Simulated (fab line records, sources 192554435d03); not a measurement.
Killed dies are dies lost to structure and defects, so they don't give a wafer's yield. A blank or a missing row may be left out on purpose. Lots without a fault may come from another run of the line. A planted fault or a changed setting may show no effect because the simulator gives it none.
fab line records | flow n5_finfet
record lots=9 wafers=24 last_day=18
route steps=1938 shown FIN_SAQP@132 FIN_CUT@165 BEOL_M4@1111 PASSIVATION@1936
lots that met no fault: from a run of the same line without faults
start_h: hours from the record's first day to the start of the lot's first wafer shown | wait_h: hours since the lot's step before | " the same as in the row above | L1.1+2: a row that stands for several wafers | - no value, or no start given | * or withheld: withheld | < > ~ a bound
route shown NAME@n: a module of which the file shows steps, and the number in the route of the first | usual: mean/standard deviation of fault-free wafers | same: alike in all rows | chamber/n: place in a boat | sites: the reading at each site | _std_site: their standard deviation | _edge_site: outer sites' mean less inner sites' | radius_mm: how far each site lies from the wafer's centre | mask NAME#n: copy n | behind: the tool/chamber that last shaped the wafer | hold: why the lot was held/for how many hours/how that ended | device: the transistor (n, p or np) that didn't switch | end of line: the same wafers' tests at the end of the route | a step without rows: its recipe alone | killed: dies lost to structure and defects at the first sort, not the wafer's yield | map: a wafer's dies, x killed, . not, _ none there
set.NAME: the setting as run; set.NAME@STEP: as run at that earlier step | model.NAME: the simulator's own value behind a step, which no gauge read
steps of the route over a sample of lots; a table a step, a row a wafer
services: from which hour (start_h, from the record's first day; less than 0 if before it) a tool's chamber was out of use, for how many hours, and why
## steps
# step N5_FIN_SAQP_RECESS_63
# recipe chemistry=HF/NH3 target=SiO2 target_depth_a=180 afs_cycles=3 temp_c=30 sublimation_temp_c=180 sublimation_time_s=60
# usual drypump_motor_current_A=6.13/0.19
# columns lot.wafer tool chamber start_h wait_h drypump_motor_current_A
L508.2 vapor_etch-01 0 24.56 0.1 6.10
L508.3 " 0 " " 6.10
L508.6 " 0 " " 6.10
L510.2 vapor_etch-01 1 36.43 0.1 5.85
L510.5 " 0 " " 6.09
L512.2 vapor_etch-02 1 48.02 0.1 6.27
L512.6 " 1 " " 6.24
L513.2 vapor_etch-01 0 54.94 0.1 6.11
L513.3 " 1 " " 5.82
L513.4 " 0 " " 6.09
L515.2 vapor_etch-02 0 66.58 0.1 6.31
L515.3 " 1 " " 6.23
L515.4 " 0 " " 6.29
L516.1 vapor_etch-02 0 72.21 0.1 6.29
L516.2 " 1 " " 6.25
L516.4 " 0 " " 6.30
L528.2 vapor_etch-01 1 145.25 0.1 5.81
L528.4 " 0 " " 6.10
L528.5 " 0 " " 6.09
L529.1 vapor_etch-01 1 151.82 0.1 5.81
L529.3 " 0 " " 6.06
L529.6 " 1 " " 5.84
L531.4 vapor_etch-02 0 164.05 0.2 6.30
L531.6 " 0 " " 6.28
# step N5_FIN_SAQP_ETCH_34
# recipe chemistry=C4F6/O2 target=SiO2 target_depth_a=450 time_s=15 ion_energy_ev=250 pressure_mtorr=30 source_w=345 bias_w=185 Ar_flow_sccm=300 C4F6_flow_sccm=10 O2_flow_sccm=10 ends=cleared
# usual C4F6_flow_sccm=10.00/0.031 drypump_motor_current_A=5.7/0.44 etch_rf_on_time_s=14.90/0.18 mfc_ar_sccm=300.0/0.96 oes_product_au=0.69/0.068 rf_vpp_V=667/11 showerhead_plenum_p_Torr=2.87/0.072 throttle_valve_pct=21.19/0.17
# columns lot.wafer tool chamber start_h wait_h C4F6_flow_sccm drypump_motor_current_A etch_rf_on_time_s mfc_ar_sccm oes_product_au rf_hours_counter_h rf_vpp_V showerhead_plenum_p_Torr throttle_valve_pct
L508.2 rie_diel-02 2 26.03 0.0 9.99 6.3 15.42 299.3 0.58 228 655 2.71 21.26
L508.3 " 0 " " 9.96 5.9 14.99 298.2 0.81 6 673 2.94 21.13
L508.6 " 2 " " 9.99 6.3 15.31 299.3 0.58 - 655 2.71 21.25
L510.2 rie_diel-02 2 38.12 0.0 9.99 6.3 15.24 299.7 0.58 232 655 2.71 21.28
L510.5 " 0 " " 10.05 5.9 14.86 299.6 0.81 - 674 2.94 21.13
L512.2 rie_diel-01 2 49.42 0.0 10.01 5.2 14.71 298.6 0.70 113 668 2.77 21.42
L512.6 " 3 " " 9.99 6.1 14.70 298.2 0.82 - 672 2.94 20.90
L513.2 rie_diel-05 1 57.62 0.0 10.00 5.7 14.88 299.7 0.66 133 679 2.87 21.19
L513.3 " 3 " " 9.98 6.3 14.78 300.0 0.72 77 668 2.88 21.03
L513.4 " 0 " " 9.98 5.9 14.96 298.6 0.73 58 680 2.88 21.15
L515.2 rie_diel-05 0 68.20 0.0 10.02 5.9 15.21 301.8 0.72 62 680 2.88 21.16
L515.3 " 2 " " 9.91 5.3 15.04 301.3 0.77 24 674 2.91 21.00
L515.4 " 3 " " 9.99 6.3 15.18 302.4 0.70 81 667 2.88 21.00
L516.1 rie_diel-01 3 74.52 0.0 9.98 6.1 14.65 298.9 0.81 20 674 2.93 20.89
L516.2 " 2 " " 10.01 5.3 14.80 300.0 0.70 124 669 2.76 21.42
L516.4 " 0 " " 9.94 5.2 14.73 301.1 0.69 84 681 2.88 21.05
L528.2 rie_diel-01 1 146.73 0.0 10.01 5.3 14.90 301.9 0.61 224 658 2.94 21.47
L528.4 " 2 " " 9.99 5.3 14.96 299.5 0.67 149 668 2.75 21.44
L528.5 " 0 " " 9.95 5.1 14.88 299.4 0.66 - 681 2.87 21.07
L529.1 rie_diel-02 2 153.40 0.0 9.98 6.3 14.79 299.2 0.78 12 664 3.04 21.01
L529.3 " 3 " " 9.96 5.4 14.72 299.5 0.64 161 649 2.83 21.22
L529.6 " 3 " " 9.99 5.4 14.65 300.7 0.63 - 651 2.83 21.22
L531.4 rie_diel-01 2 165.38 0.0 10.05 5.2 15.16 299.6 0.65 157 667 2.75 21.46
L531.6 " 2 " " 10.04 5.3 15.15 300.4 0.65 - 667 2.75 21.46
# step N5_FIN_SAQP_HM_CD_35
# recipe target_cd_nm=8 polarity=line
# usual cd_nm=8.05/0.24
# columns lot.wafer tool chamber start_h wait_h cd_nm
L508.2 cd_sem-01 - 26.18 0.1 7.83
L508.3 " - " " 8.07
L508.6 " - " " 8.07
L510.2 cd_sem-03 - 38.27 0.1 8.39
L510.5 " - " " 7.96
L512.2 cd_sem-03 - 49.56 0.1 8.21
L512.6 " - " " 7.95
L513.2 cd_sem-03 - 57.77 0.1 7.75
L513.3 " - " " 8.21
L513.4 " - " " 8.10
L515.2 cd_sem-03 - 68.35 0.1 8.00
L515.3 " - " " 8.27
L515.4 " - " " 8.10
L516.1 cd_sem-01 - 74.66 0.1 7.82
L516.2 " - " " 8.02
L516.4 " - " " 8.27
L528.2 cd_sem-03 - 146.88 0.1 8.23
L528.4 " - " " 8.29
L528.5 " - " " 8.30
L529.1 cd_sem-02 - 153.55 0.1 7.97
L529.3 " - " " 7.84
L529.6 " - " " 8.11
L531.4 cd_sem-01 - 165.54 0.1 8.03
L531.6 " - " " 8.13
# step N5_FIN_SAQP_FIN_ETCH_36
# recipe chemistry=HBr/Cl2/O2 target_depth_a=1200 mask_material=SiNx time_s=50.4 bias_w=102 pressure_mtorr=10 icp_w=800 HBr_flow_sccm=150 Cl2_flow_sccm=80 O2_flow_sccm=12
# usual drypump_motor_current_A=5.7/0.33 oes_product_au=0.995/0.019 throttle_valve_pct=35.96/0.28
# columns lot.wafer tool chamber start_h wait_h drypump_motor_current_A oes_product_au rf_hours_counter_h throttle_valve_pct
L508.2 rie_si-05 1 26.24 0.0 6.0 0.964 120 35.90
L508.3 " 3 " " 5.7 0.991 88 36.33
L508.6 " 1 " " 6.0 0.968 - 35.91
L510.2 rie_si-05 0 38.33 0.0 5.8 1.006 43 35.96
L510.5 " 1 " " 6.0 0.970 - 35.90
L512.2 rie_si-05 2 49.63 0.0 5.9 1.008 122 35.83
L512.6 " 2 " " 5.9 1.005 - 35.81
L513.2 rie_si-05 3 57.83 0.0 5.7 0.984 89 36.34
L513.3 " 1 " " 6.0 0.965 120 35.91
L513.4 " 2 " " 5.8 1.013 122 35.82
L515.2 rie_si-01 2 68.41 0.0 5.5 0.973 5 35.88
L515.3 " 0 " " 5.5 0.989 117 35.64
L515.4 " 1 " " 6.6 1.017 1 35.65
L516.1 rie_si-05 0 74.73 0.0 5.8 1.021 43 35.93
L516.2 " 2 " " 5.8 1.016 122 35.78
L516.4 " 1 " " 6.0 0.967 121 35.89
L528.2 rie_si-06 2 146.95 0.0 5.1 1.002 40 36.72
L528.4 " 3 " " 5.8 1.011 62 35.76
L528.5 " 3 " " 5.8 1.009 - 35.75
L529.1 rie_si-05 3 153.62 0.0 5.7 0.995 90 36.32
L529.3 " 2 " " 5.8 1.021 124 35.81
L529.6 " 0 " " 5.8 1.016 - 35.95
L531.4 rie_si-05 0 165.60 0.0 5.8 1.002 45 35.96
L531.6 " 1 " " 6.0 0.969 - 35.90
# step N5_FIN_SAQP_INSPECT_40
# recipe inspect_instrument=brightfield mode=aei
# usual raw_defect_count=217/68
# columns lot.wafer tool chamber start_h wait_h raw_defect_count
L508.2 defect_inspect-01 - 26.49 0.0 122
L508.3 " - " " 105
L508.6 " - " " 183
L510.2 defect_inspect-02 - 38.58 0.0 229
L510.5 " - " " 321
L512.2 defect_inspect-01 - 49.88 0.0 193
L512.6 " - " " 161
L513.2 defect_inspect-01 - 58.09 0.0 166
L513.3 " - " " 216
L513.4 " - " " 156
L515.2 defect_inspect-01 - 68.66 0.0 224
L515.3 " - " " 175
L515.4 " - " " 186
L516.1 defect_inspect-02 - 74.98 0.0 315
L516.2 " - " " 354
L516.4 " - " " 261
L528.2 defect_inspect-01 - 147.20 0.0 567
L528.4 " - " " 271
L528.5 " - " " 286
L529.1 defect_inspect-02 - 153.87 0.0 438
L529.3 " - " " 276
L529.6 " - " " 409
L531.4 defect_inspect-02 - 165.85 0.0 177
L531.6 " - " " 201
# step N5_FIN_CUT_INSPECT_10
# recipe mode=adi inspect_instrument=brightfield
# usual raw_defect_count=38/12
# columns lot.wafer tool chamber start_h wait_h raw_defect_count
L508.2 defect_inspect-02 - 26.89 0.0 28
L508.3 " - " " 30
L508.6 " - " " 45
L510.2 defect_inspect-01 - 38.97 0.0 29
L510.5 " - " " 44
L512.2 defect_inspect-02 - 50.32 0.0 30
L512.6 " - " " 30
L513.2 defect_inspect-01 - 58.61 0.0 36
L513.3 " - " " 33
L513.4 " - " " 32
L515.2 defect_inspect-02 - 69.05 0.0 41
L515.3 " - " " 41
L515.4 " - " " 50
L516.1 defect_inspect-02 - 75.50 0.1 59
L516.2 " - " " 46
L516.4 " - " " 46
L528.2 defect_inspect-01 - 147.72 0.0 327
L528.4 " - " " 53
L528.5 " - " " 54
L529.1 defect_inspect-01 - 154.41 0.1 281
L529.3 " - " " 41
L529.6 " - " " 307
L531.4 defect_inspect-02 - 166.37 0.0 36
L531.6 " - " " 43
# step N5_BEOL_M4_RC_MEAS_101
# usual DIBL_N=36.3/1.7 DIBL_P=36.0/1.9 IOFF_N=0.156/0.028 IOFF_P=0.21/0.036 ION_N=675/11 ION_P=463/7.8 SS_N=71.6/0.59 SS_P=73.2/0.63 VT_N=250/3.1 VT_P=-251/3.4
# columns lot.wafer tool chamber start_h wait_h DIBL_N[mV/V] DIBL_P[mV/V] IOFF_N[nA/um] IOFF_P[nA/um] ION_N[uA/um] ION_P[uA/um] SS_N[mV/dec] SS_P[mV/dec] VT_N[mV] VT_P[mV]
L508.2 prober-02 0 161.97 0.9 32.5 34.3 0.114 0.16 661 455 71.2 72.2 252 -255
L508.3 " 0 " " 34.3 35.3 0.124 0.17 671 459 71.5 72.8 251 -252
L508.6 " 0 " " 35.5 36.1 0.148 0.19 671 457 72.2 73.0 248 -252
L510.2 prober-01 0 175.46 0.2 36.3 36.5 0.166 0.22 681 471 72.3 73.6 250 -249
L510.5 " 0 " " 35.4 36.5 0.161 0.21 682 468 72.3 72.4 246 -252
L512.2 prober-01 0 193.43 0.2 38.3 36.7 0.177 0.25 682 462 72.0 73.4 245 -245
L512.6 " 0 " " 36.6 35.7 0.146 0.21 673 465 71.5 73.1 249 -248
L513.2 prober-02 0 193.92 0.2 34.2 33.5 0.128 0.19 673 464 71.0 72.3 250 -252
L513.3 " 0 " " 35.6 35.0 0.146 0.22 661 457 71.8 72.8 252 -249
L513.4 " 0 " " 36.1 34.7 0.155 0.21 667 461 71.4 72.6 251 -248
L516.1 prober-02 0 204.67 0.0 34.3 33.6 0.128 0.17 674 460 70.8 72.6 253 -251
L516.2 " 0 " " 34.4 34.0 0.122 0.17 663 451 71.3 73.4 252 -254
L516.4 " 0 " " 38.4 38.9 0.192 0.25 678 458 72.2 74.0 247 -249
L515.2 prober-01 0 210.53 0.2 37.0 37.0 0.159 0.22 675 461 71.3 73.8 248 -247
L515.3 " 0 " " 37.8 38.1 0.195 0.26 691 475 71.4 73.9 245 -244
L515.4 " 0 " " 36.4 35.9 0.144 0.20 662 458 72.1 73.5 250 -249
L529.1 prober-01 0 298.73 0.0 36.7 35.2 0.144 0.20 683 471 71.3 73.2 250 -248
L529.3 " 0 " " 34.6 33.2 0.118 0.18 669 463 70.9 72.8 254 -251
L529.6 " 0 " " 36.0 34.7 0.136 0.20 680 471 71.5 72.8 252 -249
L528.2 prober-02 0 299.00 0.2 37.6 37.5 0.179 0.24 679 465 71.9 73.8 246 -247
L528.4 " 0 " " 36.6 35.7 0.157 0.22 679 470 71.0 72.6 248 -249
L528.5 " 0 " " 37.2 36.1 0.168 0.23 686 477 72.1 72.5 246 -248
L531.4 prober-01 0 320.54 0.5 36.5 35.5 0.142 0.22 667 466 71.1 72.7 250 -247
L531.6 " 0 " " 41.0 40.2 0.249 0.32 689 478 72.7 74.6 242 -245
# step N5_PASSIVATION_PROBE_49
# usual defect_limited_yield=91.5/1.5 killed_at_M0_to_M3=30/11 killed_at_M4_up=13/4.9 killed_at_contacts=14/6.5 killed_at_front_end=40/11 killed_at_other=3.3/2.7 killed_dies=100/18 killed_on_rim=13/3.8 killed_open=67/14 killed_short=32/7.8 sort_bin_5_function=5.0/0.97 sort_bin_6_memory=3.2/0.75 sort_n_pass=1080/18 sort_yield_pct=91.5/1.5
# same gross_dies=1180 killed_at_back_side=0 sort_bin_4_leakage[%]=0 sort_bin_8_speed[%]=0
# columns lot.wafer tool chamber start_h wait_h defect_limited_yield[%] killed_at_M0_to_M3 killed_at_M4_up killed_at_contacts killed_at_front_end killed_at_other killed_dies killed_on_rim killed_open killed_short sort_bin_5_function[%] sort_bin_6_memory[%] sort_n_pass sort_yield_pct[%]
L529.1 prober-01 - 398.97 0.0 85.9 17 13 5 126 5 166 14 49 22 8.5 4.6 1014 85.9
L529.3 prober-01 - 399.07 0.1 93.3 18 10 10 37 4 79 9 48 28 4.3 2.1 1101 93.3
L529.6 prober-01 - 399.22 0.3 86.2 17 6 4 133 3 163 16 50 13 8.3 4.2 1017 86.2
L528.2 prober-02 - 399.63 0.1 84.2 32 19 10 125 0 186 15 64 31 10.5 4.1 994 84.2
L528.4 prober-02 - 399.73 0.2 93.1 18 18 6 38 2 82 11 50 30 4.3 2.2 1098 93.1
L528.5 prober-02 - 399.78 0.2 90.3 34 23 14 41 2 114 13 74 34 6.1 2.9 1066 90.3
# killed by level:class
L529.1 FIN_SAQP:unspecified=94 DUMMY_GATE:geometric_particle:open=7 GATE_CUT:geometric_particle:short=6 BEOL_M1:geometric_particle:open=6 BEOL_M4:geometric_particle:open=4 FIN_SAQP:geometric_particle:short=4 FIN_SAQP:geometric_particle:open=4 BEOL_M3:geometric_particle:open=4
L529.3 FIN_SAQP:geometric_particle:short=10 MOL_CONTACT_COAG:geometric_particle:open=9 STI_FIN_REVEAL:geometric_particle:open=6 BEOL_M0_SAQP:geometric_particle:open=5 BEOL_M1:geometric_particle:open=5 FIN_SAQP:geometric_particle:open=3 STI_FIN_REVEAL:geometric_particle:short=3 GATE_CUT:geometric_particle:open=3
L529.6 FIN_SAQP:unspecified=99 STI_FIN_REVEAL:geometric_particle:open=9 DUMMY_GATE:geometric_particle:open=6 BEOL_M0_SAQP:geometric_particle:short=5 FIN_SAQP:geometric_particle:open=4 MOL_CONTACT_COAG:geometric_particle:open=4 GATE_CUT:geometric_particle:open=3 BEOL_M0:geometric_particle:open=3
L528.2 FIN_SAQP:unspecified=91 BEOL_M4:geometric_particle:open=12 BEOL_M0_SAQP:geometric_particle:open=11 FIN_SAQP:geometric_particle:open=10 MOL_CONTACT_COAG:geometric_particle:open=9 BEOL_M0_SAQP:geometric_particle:short=9 FIN_SAQP:geometric_particle:short=7 BEOL_M2:geometric_particle:open=6
L528.4 BEOL_M4:geometric_particle:open=12 FIN_SAQP:geometric_particle:open=11 FIN_SAQP:geometric_particle:short=10 BEOL_M0_SAQP:geometric_particle:short=5 MOL_CONTACT_COAG:geometric_particle:open=4 BEOL_M2:geometric_particle:open=4 GATE_CUT:geometric_particle:short=3 BEOL_M0_SAQP:geometric_particle:open=3
L528.5 MOL_CONTACT_COAG:geometric_particle:open=11 BEOL_M4:geometric_particle:open=11 FIN_SAQP:geometric_particle:open=10 FIN_SAQP:geometric_particle:short=9 BEOL_M0_SAQP:geometric_particle:open=9 BEOL_M2:geometric_particle:open=6 BEOL_M0_SAQP:geometric_particle:short=5 BEOL_M3:geometric_particle:open=5
## services
# columns tool chamber start_h hours kind
rie_diel-01 0 6.47 1.3 repair
rie_si-01 0 8.54 4.3 repair
rie_diel-01 3 14.27 - clean
rie_diel-01 3 14.27 - consumable_replace:focus_ring
rie_diel-01 3 14.27 17.7 scheduled_down
rie_diel-01 3 14.27 17.7 vent_cycle
rie_si-06 3 21.74 43.4 repair
rie_diel-05 3 28.82 3.7 repair
rie_diel-02 - 47.56 14.6 pm
vapor_etch-01 - 48.76 4.2 repair
rie_diel-01 - 79.26 0.6 repair
rie_si-05 1 83.51 6.8 repair
rie_si-01 0 90.69 2.5 repair
rie_diel-01 1 95.65 5.7 repair
rie_diel-01 2 98.62 8.0 repair
rie_diel-02 2 103.79 - clean
rie_diel-02 2 103.79 - consumable_replace:focus_ring
rie_diel-02 2 103.79 - consumable_replace:showerhead
rie_diel-02 2 103.79 14.3 scheduled_down
rie_diel-02 0 108.23 1.7 repair
rie_diel-02 - 130.52 2.8 pm
rie_si-06 0 134.45 1.0 repair
rie_diel-05 1 146.48 2.7 repair
rie_diel-01 0 150.88 2.4 repair
## key
first_sign step=N5_FIN_SAQP_INSPECT_40 reading=raw_defect_count direction=up sigmas=3.7 usual=217 struck=471
effect step=N5_FIN_CUT_INSPECT_10 reading=raw_defect_count direction=up sigmas=22 usual=38 struck=305
effect step=N5_PASSIVATION_PROBE_49 reading=killed_at_front_end direction=up sigmas=8 usual=40 struck=128
more_kills_born_at N5_FIN_SAQP_RECESS_63@vapor_etch-01=284
met_at N5_FIN_SAQP_RECESS_63
struck_lots L528,L529
struck_wafers L528.2,L529.1,L529.6
not_acting_at N5_FIN_SAQP_ETCH_34,N5_FIN_SAQP_HM_CD_35,N5_FIN_SAQP_FIN_ETCH_36
onset_between 54.94 145.25
fault kind=chamber_particle_source tool=vapor_etch-01 chamber=1 onset_h=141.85 steps=N5_FIN_SAQP_RECESS_63 rate_per_visit_cm2=0.43988 end_h=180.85
